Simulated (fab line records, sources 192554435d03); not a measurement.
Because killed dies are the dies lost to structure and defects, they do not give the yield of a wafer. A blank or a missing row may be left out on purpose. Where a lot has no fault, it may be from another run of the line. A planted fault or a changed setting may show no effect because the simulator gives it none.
The tool behind it: which one?    flow n5-finfet    24 lots, 72 wafers sampled, at 6 steps of a route of 1938

== WHAT EACH GAUGE READ, for each wafer ==
N5_BEOL_M3_CD_MEAS_28: target cd 25.7 nm, target cd y 23.3 nm.
lot   measured      on         cd-nm (nm)
L076  day 7 09:18   cd-sem-03  25.67 25.16 25.67
L074  day 7 09:23   cd-sem-01  25.88 25.73 25.70
L075  day 7 11:31   cd-sem-01  25.45 25.83 25.83
L077  day 7 20:55   cd-sem-03  25.17 25.53 25.50
L078  day 8 03:02   cd-sem-03  25.86 25.66 25.57
L079  day 8 04:14   cd-sem-03  25.73 25.58 25.73
L080  day 8 19:07   cd-sem-03  25.37 26.14 25.50
L081  day 9 02:37   cd-sem-03  25.36 25.66 25.75
L082  day 9 03:16   cd-sem-03  25.61 25.19 25.77
L083  day 9 12:06   cd-sem-01  25.77 25.85 25.71
L084  day 9 12:17   cd-sem-02  25.72 25.54 25.49
L085  day 9 22:59   cd-sem-01  25.73 25.82 25.56
L086  day 10 03:42  cd-sem-01  25.45 25.79 25.32
L088  day 10 12:14  cd-sem-01  25.43 25.99 26.09
L087  day 10 17:33  cd-sem-03  25.62 25.26 25.34
L089  day 11 02:08  cd-sem-03  25.17 25.71 25.61
L090  day 11 09:25  cd-sem-02  26.14 26.09 25.51
L091  day 11 09:36  cd-sem-02  25.71 25.59 25.42
L092  day 11 21:35  cd-sem-01  25.73 25.82 25.71
L093  day 11 21:48  cd-sem-02  25.48 25.50 25.25
L094  day 12 00:32  cd-sem-01  25.90 25.44 25.61
L095  day 12 12:27  cd-sem-01  25.82 25.62 25.52
L096  day 12 18:25  cd-sem-01  25.51 25.74 26.12
L097  day 12 21:26  cd-sem-03  25.52 25.54 25.06

N5_BEOL_M3_INSPECT_30: inspects for defects (brightfield).
lot   measured      on                 raw-defect-count
L076  day 7 09:23   defect-inspect-02  371 366 404
L074  day 7 09:29   defect-inspect-01  280 305 246
L075  day 7 11:36   defect-inspect-01  320 348 426
L077  day 7 21:00   defect-inspect-02  332 686 502
L078  day 8 03:07   defect-inspect-01  391 291 362
L079  day 8 04:19   defect-inspect-01  497 435 445
L080  day 8 19:12   defect-inspect-01  407 652 320
L081  day 9 02:42   defect-inspect-01  491 369 468
L082  day 9 03:21   defect-inspect-01  402 396 338
L083  day 9 12:11   defect-inspect-01  498 451 666
L084  day 9 12:22   defect-inspect-02  456 493 394
L085  day 9 23:04   defect-inspect-02  392 489 462
L086  day 10 03:47  defect-inspect-02  482 498 501
L088  day 10 12:19  defect-inspect-02  449 393 312
L087  day 10 17:38  defect-inspect-01  344 361 447
L089  day 11 02:14  defect-inspect-01  383 345 317
L090  day 11 09:31  defect-inspect-02  382 308 413
L091  day 11 09:41  defect-inspect-01  454 391 403
L092  day 11 21:41  defect-inspect-02  508 540 420
L093  day 11 21:53  defect-inspect-02  302 369 294
L094  day 12 00:37  defect-inspect-01  416 392 545
L095  day 12 12:32  defect-inspect-02  433 293 525
L096  day 12 18:30  defect-inspect-02  409 398 469
L097  day 12 21:32  defect-inspect-02  331 576 350

== WHICH TOOL RAN EACH LOT (tool, then ch and the chambers of the sampled wafers, then the start) ==
lot   N5_BEOL_M2_SPUTTER_86         N5_BEOL_M2_SPUTTER_92         N5_BEOL_M3_PECVD_72              N5_BEOL_M3_ETCH_74
L076  pvd-sputter-02, day 7 03:07   pvd-sputter-02, day 7 03:47   pecvd-02 ch 0,1,2, day 7 05:53   rie-diel-02 ch 2,3, day 7 08:18
L074  pvd-sputter-01, day 7 04:52   pvd-sputter-01, day 7 05:31   pecvd-01 ch 0,2, day 7 07:15     rie-diel-03 ch 1,3, day 7 08:36
L075  pvd-sputter-01, day 7 06:42   pvd-sputter-01, day 7 07:22   pecvd-02 ch 0,1, day 7 09:01     rie-diel-06 ch 1,2, day 7 10:36
L077  pvd-sputter-02, day 7 16:59   pvd-sputter-02, day 7 17:39   pecvd-02 ch 0,1,2, day 7 19:19   rie-diel-06 ch 0,2,3, day 7 20:05
L078  pvd-sputter-01, day 7 20:46   pvd-sputter-01, day 7 21:25   pecvd-02 ch 1,2, day 7 23:59     rie-diel-02 ch 0,2,3, day 8 02:14
L079  pvd-sputter-01, day 8 00:16   pvd-sputter-01, day 8 00:55   pecvd-02 ch 1,2, day 8 02:38     rie-diel-02 ch 0,2,3, day 8 03:31
L080  pvd-sputter-01, day 8 13:27   pvd-sputter-01, day 8 14:07   pecvd-01 ch 1,2, day 8 15:49     rie-diel-06 ch 0,2, day 8 18:15
L081  pvd-sputter-02, day 8 21:11   pvd-sputter-02, day 8 21:50   pecvd-02 ch 0,1,2, day 8 23:46   rie-diel-02 ch 0,2, day 9 01:46
L082  pvd-sputter-03, day 8 22:49   pvd-sputter-03, day 8 23:29   pecvd-03 ch 0,1,2, day 9 01:25   rie-diel-06 ch 1,2,3, day 9 02:33
L083  pvd-sputter-01, day 9 02:42   pvd-sputter-01, day 9 03:22   pecvd-01 ch 1,2, day 9 08:18     rie-diel-03 ch 2,3, day 9 11:10
L084  pvd-sputter-03, day 9 03:58   pvd-sputter-03, day 9 04:37   pecvd-01 ch 0,1, day 9 08:53     rie-diel-03 ch 0,1,3, day 9 11:23
L085  pvd-sputter-03, day 9 16:58   pvd-sputter-03, day 9 17:38   pecvd-01 ch 0,2, day 9 21:19     rie-diel-06 ch 0,1,3, day 9 22:08
L086  pvd-sputter-02, day 9 23:38   pvd-sputter-02, day 10 00:18  pecvd-01 ch 1,2, day 10 02:04    rie-diel-02 ch 1,2, day 10 02:56
L088  pvd-sputter-01, day 10 07:43  pvd-sputter-01, day 10 08:23  pecvd-03 ch 0,1, day 10 10:05    rie-diel-02 ch 0,2,3, day 10 11:23
L087  pvd-sputter-02, day 10 12:29  pvd-sputter-02, day 10 13:09  pecvd-02 ch 0,1, day 10 15:01    rie-diel-03 ch 0,2,3, day 10 16:43
L089  pvd-sputter-02, day 10 21:41  pvd-sputter-02, day 10 22:21  pecvd-02 ch 0,2, day 11 00:08    rie-diel-06 ch 0,2, day 11 01:22
L090  pvd-sputter-03, day 11 02:49  pvd-sputter-03, day 11 03:29  pecvd-02 ch 0,1,2, day 11 05:57  rie-diel-02 ch 0,2, day 11 08:35
L091  pvd-sputter-02, day 11 04:27  pvd-sputter-02, day 11 05:07  pecvd-03 ch 0,2, day 11 06:52    rie-diel-03 ch 0,1,3, day 11 08:46
L092  pvd-sputter-01, day 11 17:47  pvd-sputter-01, day 11 18:26  pecvd-02 ch 0,1, day 11 20:09    rie-diel-02 ch 0,3, day 11 20:45
L093  pvd-sputter-03, day 11 17:55  pvd-sputter-03, day 11 18:34  pecvd-01 ch 1,2, day 11 20:13    rie-diel-03 ch 1,2,3, day 11 20:58
L094  pvd-sputter-02, day 11 18:40  pvd-sputter-02, day 11 19:24  pecvd-03 ch 0,2, day 11 21:23    rie-diel-02 ch 0,1, day 11 23:42
L095  pvd-sputter-02, day 12 07:53  pvd-sputter-02, day 12 08:33  pecvd-01 ch 1,2, day 12 10:16    rie-diel-03 ch 0,1, day 12 11:37
L096  pvd-sputter-01, day 12 13:12  pvd-sputter-01, day 12 13:52  pecvd-02 ch 0,2, day 12 15:38    rie-diel-03 ch 0,2, day 12 17:34
L097  pvd-sputter-01, day 12 16:34  pvd-sputter-01, day 12 17:13  pecvd-01 ch 1,2, day 12 18:59    rie-diel-06 ch 0,1,3, day 12 20:41
- N5_BEOL_M2_SPUTTER_86: material Cu, target thk 4.5 nm, time 8.29 s.
- N5_BEOL_M2_SPUTTER_92: material Cu, target thk 4.5 nm, time 8.29 s.
- N5_BEOL_M3_PECVD_72: deposits SiO2 from TEOS/O2, target thk 16 nm, time 18 s.
- N5_BEOL_M3_ETCH_74: etches underlayer in N2/H2, target depth 6.5 nm, time 5.2 s.

== AS READ BY THE TOOLS THEMSELVES (means over the sampled wafers that have a number; for cases with no such wafer, the mark the record gives instead) ==
N5_BEOL_M2_SPUTTER_86.
lot   tool            throttle-valve-pct (%)
L076  pvd-sputter-02  29.3
L074  pvd-sputter-01  30.5
L075  pvd-sputter-01  31.2
L077  pvd-sputter-02  30.0
L078  pvd-sputter-01  30.6
L079  pvd-sputter-01  30.3
L080  pvd-sputter-01  31.3
L081  pvd-sputter-02  30.0
L082  pvd-sputter-03  29.9
L083  pvd-sputter-01  30.3
L084  pvd-sputter-03  29.7
L085  pvd-sputter-03  29.9
L086  pvd-sputter-02  29.4
L088  pvd-sputter-01  29.5
L087  pvd-sputter-02  29.3
L089  pvd-sputter-02  30.1
L090  pvd-sputter-03  29.4
L091  pvd-sputter-02  29.4
L092  pvd-sputter-01  31.2
L093  pvd-sputter-03  29.4
L094  pvd-sputter-02  30.0
L095  pvd-sputter-02  30.0
L096  pvd-sputter-01  30.2
L097  pvd-sputter-01  30.6

N5_BEOL_M2_SPUTTER_92.
lot   tool            throttle-valve-pct (%)
L076  pvd-sputter-02  29.4
L074  pvd-sputter-01  30.6
L075  pvd-sputter-01  31.1
L077  pvd-sputter-02  29.9
L078  pvd-sputter-01  30.8
L079  pvd-sputter-01  30.2
L080  pvd-sputter-01  31.1
L081  pvd-sputter-02  30.0
L082  pvd-sputter-03  30.0
L083  pvd-sputter-01  30.2
L084  pvd-sputter-03  29.7
L085  pvd-sputter-03  29.9
L086  pvd-sputter-02  29.4
L088  pvd-sputter-01  29.6
L087  pvd-sputter-02  29.5
L089  pvd-sputter-02  30.1
L090  pvd-sputter-03  29.4
L091  pvd-sputter-02  29.4
L092  pvd-sputter-01  31.2
L093  pvd-sputter-03  29.5
L094  pvd-sputter-02  30.1
L095  pvd-sputter-02  30.0
L096  pvd-sputter-01  30.2
L097  pvd-sputter-01  30.6

N5_BEOL_M3_PECVD_72.
lot   tool      heater-power-w (W)  rf-fwd-power-W (W)  showerhead-plenum-p-Torr (Torr)  throttle-valve-pct (%)
L076  pecvd-02  702                 444.9               8.77                             22.9
L074  pecvd-01  639                 444.5               8.77                             21.6
L075  pecvd-02  833                 446.4               8.81                             21.9
L077  pecvd-02  736                 445.2               8.78                             22.8
L078  pecvd-02  696                 444.6               8.73                             23.9
L079  pecvd-02  677                 447.3               8.78                             23.8
L080  pecvd-01  672                 445.9               8.80                             22.0
L081  pecvd-02  715                 446.3               8.77                             23.0
L082  pecvd-03  651                 443.9               8.76                             22.9
L083  pecvd-01  636                 444.1               8.77                             21.9
L084  pecvd-01  660                 444.6               8.85                             21.8
L085  pecvd-01  670                 446.5               8.79                             21.5
L086  pecvd-01  607                 445.8               8.81                             22.1
L088  pecvd-03  716                 446.8               8.70                             23.9
L087  pecvd-02  759                 444.4               8.81                             22.0
L089  pecvd-02  730                 445.8               8.77                             21.3
L090  pecvd-02  677                 444.1               8.77                             22.1
L091  pecvd-03  708                 445.3               8.77                             23.8
L092  pecvd-02  753                 445.0               8.80                             22.8
L093  pecvd-01  626                 444.8               8.79                             22.0
L094  pecvd-03  688                 445.2               8.76                             23.7
L095  pecvd-01  644                 444.4               8.81                             22.1
L096  pecvd-02  802                 445.8               8.76                             21.4
L097  pecvd-01  636                 446.8               8.81                             22.1

N5_BEOL_M3_ETCH_74.
lot   tool         bias-w (W)  drypump-motor-current-A (A)  etch-rf-on-time-s (s)  oes-product-au (a.u.)  rf-fwd-power-W (W)  rf-vpp-V (V)  showerhead-plenum-p-Torr (Torr)  throttle-valve-pct (%)
L076  rie-diel-02  150.6       5.6                          5.24                   0.69                   820.7               523.3         2.50                             17.9
L074  rie-diel-03  149.7       5.7                          5.34                   0.60                   821.3               523.2         2.55                             18.0
L075  rie-diel-06  149.8       5.4                          5.43                   0.70                   818.1               523.3         2.54                             18.1
L077  rie-diel-06  150.1       5.6                          5.37                   0.70                   818.3               524.8         2.61                             17.9
L078  rie-diel-02  149.8       5.9                          5.33                   0.64                   818.9               524.2         2.54                             17.9
L079  rie-diel-02  149.6       5.9                          5.40                   0.63                   822.9               523.5         2.54                             17.9
L080  rie-diel-06  150.1       5.5                          5.46                   0.65                   818.7               523.9         2.56                             18.2
L081  rie-diel-02  149.7       6.2                          5.23                   0.76                   820.8               523.5         2.55                             17.9
L082  rie-diel-06  150.0       5.4                          5.25                   0.72                   819.1               523.6         2.58                             17.8
L083  rie-diel-03  150.1       6.3                          5.39                   0.71                   817.4               525.0         2.59                             17.6
L084  rie-diel-03  149.8       5.9                          5.31                   0.67                   819.1               521.8         2.50                             17.8
L085  rie-diel-06  150.0       5.6                          5.09                   0.74                   820.9               525.7         2.59                             17.7
L086  rie-diel-02  149.8       6.4                          5.29                   0.71                   822.3               524.7         2.55                             17.8
L088  rie-diel-02  149.6       5.9                          5.23                   0.71                   818.2               523.4         2.53                             17.7
L087  rie-diel-03  150.0       6.2                          5.38                   0.71                   818.9               524.1         2.56                             17.6
L089  rie-diel-06  149.9       5.8                          5.24                   0.67                   819.0               524.1         2.57                             18.2
L090  rie-diel-02  149.9       6.2                          5.33                   0.65                   818.8               524.9         2.57                             17.7
L091  rie-diel-03  150.2       5.9                          5.31                   0.65                   817.4               523.0         2.50                             17.8
L092  rie-diel-02  149.8       5.6                          5.24                   0.65                   820.1               523.4         2.51                             17.6
L093  rie-diel-03  150.5       6.0                          5.43                   0.64                   820.2               525.3         2.52                             17.8
L094  rie-diel-02  150.2       6.5                          5.37                   0.63                   823.3               523.8         2.56                             17.6
L095  rie-diel-03  150.1       6.0                          5.21                   0.72                   821.1               521.8         2.45                             17.6
L096  rie-diel-03  149.9       6.5                          5.32                   0.74                   821.0               524.5         2.54                             17.4
L097  rie-diel-06  150.1       5.7                          5.11                   0.72                   820.5               525.2         2.58                             17.8

== THE ANSWER, worked out from the rows above alone ==
Rule: what is usual is taken from the lots themselves. The widest of any qualifying gaps counts: lots, ordered by their means at a reading, are off when they make up no more than a third of the lots, leave a main group of 4 or more, and stand apart from it by 3 or more times the standard deviation of that group's means. The tables above print the reading to a certain number of digits; a main group whose means all agree to those digits is not used. A lot without any number at a reading at which 4 lots or more have one is off too. Any other lot the step has rows for is counted as sound. After the gauges, taken in route order, come the tools' own readings; for these a lot's mean is taken, as printed above. The first step at which some lot is off is used, and at that step the reading that is off furthest; a lot without a number counts as furthest.
Across all readings shown, no lot is off: no conclusion can be drawn from this.

== WHAT HAD BEEN PUT IN BY THE SIMULATOR ==
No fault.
